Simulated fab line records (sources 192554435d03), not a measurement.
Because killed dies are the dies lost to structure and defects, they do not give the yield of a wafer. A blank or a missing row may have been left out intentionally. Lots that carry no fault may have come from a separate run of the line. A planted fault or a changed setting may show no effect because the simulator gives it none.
Split-lot study / flow n5 finfet / route with 1938 steps; 7 lots, 21 wafers read

== ABOUT THE SPLIT ==
At N5_BEOL_M7_EXPOSE_25 (exposes mask V6, target cd 40 nm), the setting dose mj was moved away from the recipe's 42.5 on 5 of the 21 wafers read, by -3.6% to +6.3%. The other wafers ran this setting at the recipe's value.

== FROM THE SPLIT TO THE READING: what the file shows between them, 2 steps ==
- N5_BEOL_M7_PEB_26: peb time 60 s
- N5_BEOL_M7_DEVELOP_27: develop time 30 s

== THE READING ==
cd nm at N5_BEOL_M7_CD_MEAS_28, given in nm (cd target 40 nm). On this fab line, fault-free wafers typically give 40.09 nm with a standard deviation of 0.21 nm.

wafer=L077.2; tool, chamber at the split=euv scanner-01, 0; dose mj as run=42.5; against the recipe=recipe; cd nm, nm=40.22; against lot-mates on the recipe=-
wafer=L077.4; tool, chamber at the split=euv scanner-01, 0; dose mj as run=42.5; against the recipe=recipe; cd nm, nm=39.86; against lot-mates on the recipe=-
wafer=L077.6; tool, chamber at the split=euv scanner-01, 0; dose mj as run=42.5; against the recipe=recipe; cd nm, nm=40.04; against lot-mates on the recipe=-
wafer=L078.3; tool, chamber at the split=euv scanner-02, 0; dose mj as run=42.5; against the recipe=recipe; cd nm, nm=39.81; against lot-mates on the recipe=-
wafer=L078.5; tool, chamber at the split=euv scanner-02, 0; dose mj as run=41.59; against the recipe=-2.1%; cd nm, nm=39.51; against lot-mates on the recipe=-0.50
wafer=L078.6; tool, chamber at the split=euv scanner-02, 0; dose mj as run=42.5; against the recipe=recipe; cd nm, nm=40.21; against lot-mates on the recipe=-
wafer=L083.3; tool, chamber at the split=euv scanner-02, 0; dose mj as run=44.36; against the recipe=+4.4%; cd nm, nm=40.92; against lot-mates on the recipe=+0.91
wafer=L083.4; tool, chamber at the split=euv scanner-02, 0; dose mj as run=42.5; against the recipe=recipe; cd nm, nm=39.91; against lot-mates on the recipe=-
wafer=L083.5; tool, chamber at the split=euv scanner-02, 0; dose mj as run=42.5; against the recipe=recipe; cd nm, nm=40.12; against lot-mates on the recipe=-
wafer=L085.2; tool, chamber at the split=euv scanner-01, 0; dose mj as run=42.5; against the recipe=recipe; cd nm, nm=39.85; against lot-mates on the recipe=-
wafer=L085.3; tool, chamber at the split=euv scanner-01, 0; dose mj as run=40.98; against the recipe=-3.6%; cd nm, nm=39.13; against lot-mates on the recipe=-0.72
wafer=L085.5; tool, chamber at the split=euv scanner-01, 0; dose mj as run=40.98; against the recipe=-3.6%; cd nm, nm=39.32; against lot-mates on the recipe=-0.53
wafer=L086.3; tool, chamber at the split=euv scanner-02, 0; dose mj as run=42.5; against the recipe=recipe; cd nm, nm=39.67; against lot-mates on the recipe=-
wafer=L086.4; tool, chamber at the split=euv scanner-02, 0; dose mj as run=42.5; against the recipe=recipe; cd nm, nm=40.29; against lot-mates on the recipe=-
wafer=L086.6; tool, chamber at the split=euv scanner-02, 0; dose mj as run=45.18; against the recipe=+6.3%; cd nm, nm=41.34; against lot-mates on the recipe=+1.36
wafer=L089.3; tool, chamber at the split=euv scanner-01, 0; dose mj as run=42.5; against the recipe=recipe; cd nm, nm=39.89; against lot-mates on the recipe=-
wafer=L089.5; tool, chamber at the split=euv scanner-01, 0; dose mj as run=42.5; against the recipe=recipe; cd nm, nm=40.34; against lot-mates on the recipe=-
wafer=L089.6; tool, chamber at the split=euv scanner-01, 0; dose mj as run=42.5; against the recipe=recipe; cd nm, nm=39.98; against lot-mates on the recipe=-
wafer=L097.1; tool, chamber at the split=euv scanner-02, 0; dose mj as run=42.5; against the recipe=recipe; cd nm, nm=40.42; against lot-mates on the recipe=-
wafer=L097.4; tool, chamber at the split=euv scanner-02, 0; dose mj as run=42.5; against the recipe=recipe; cd nm, nm=39.72; against lot-mates on the recipe=-
wafer=L097.5; tool, chamber at the split=euv scanner-02, 0; dose mj as run=42.5; against the recipe=recipe; cd nm, nm=40.04; against lot-mates on the recipe=-

THE FIT
A straight line over all 21 wafers: cd nm changes by +0.214 nm for each +1% of dose mj; r = +0.92; the points scatter about the line by 0.2 nm.
The same after taking each lot's own level away (the mean of its wafers on the recipe; 21 wafers): +0.203 nm for each +1%; r = +0.91; scatter 0.2 nm.
On that fit, the largest move of dose mj shifts the reading by 1.3 nm.
Across the lots, their own levels run from 39.850 to 40.070 nm, a range of 1.0 times the standard deviation given above.
Hence the lot-to-lot level has little effect on the slope; both slopes agree.
Check: with one of the wafers moved furthest among these (+6.3%) left out of the fit, the line predicts +1.22 nm for it against its lot-mates. It came out at +1.36 nm against them.

== THE WHOLE CHAIN: every reading that the file lists as answering this split, in the file's order ==
step=N5_BEOL_M7_CD_MEAS_28; what it does=target cd 40 nm; reading=cd nm; change (the file's fit)=+0.208 nm for each +1% of the setting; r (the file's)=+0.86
step=N5_BEOL_M7_ETCH_72; what it does=etches underlayer in N2/H2, target depth 6.5 nm, time 5.2 s; reading=BEOL_M7.cd nm (the simulator's own value, which no gauge read); change (the file's fit)=+0.184 nm for each +1% of the setting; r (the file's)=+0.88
step=N5_BEOL_M7_ETCH_65; what it does=etches SiARC in CF4, target depth 15.6 nm, time 26 s; reading=BEOL_M7.cd nm (the simulator's own value, which no gauge read); change (the file's fit)=+0.209 nm for each +1% of the setting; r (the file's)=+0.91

== FILE'S OWN FIT ==
cd nm changes by +0.208 nm for each +1% of dose mj, r = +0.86.
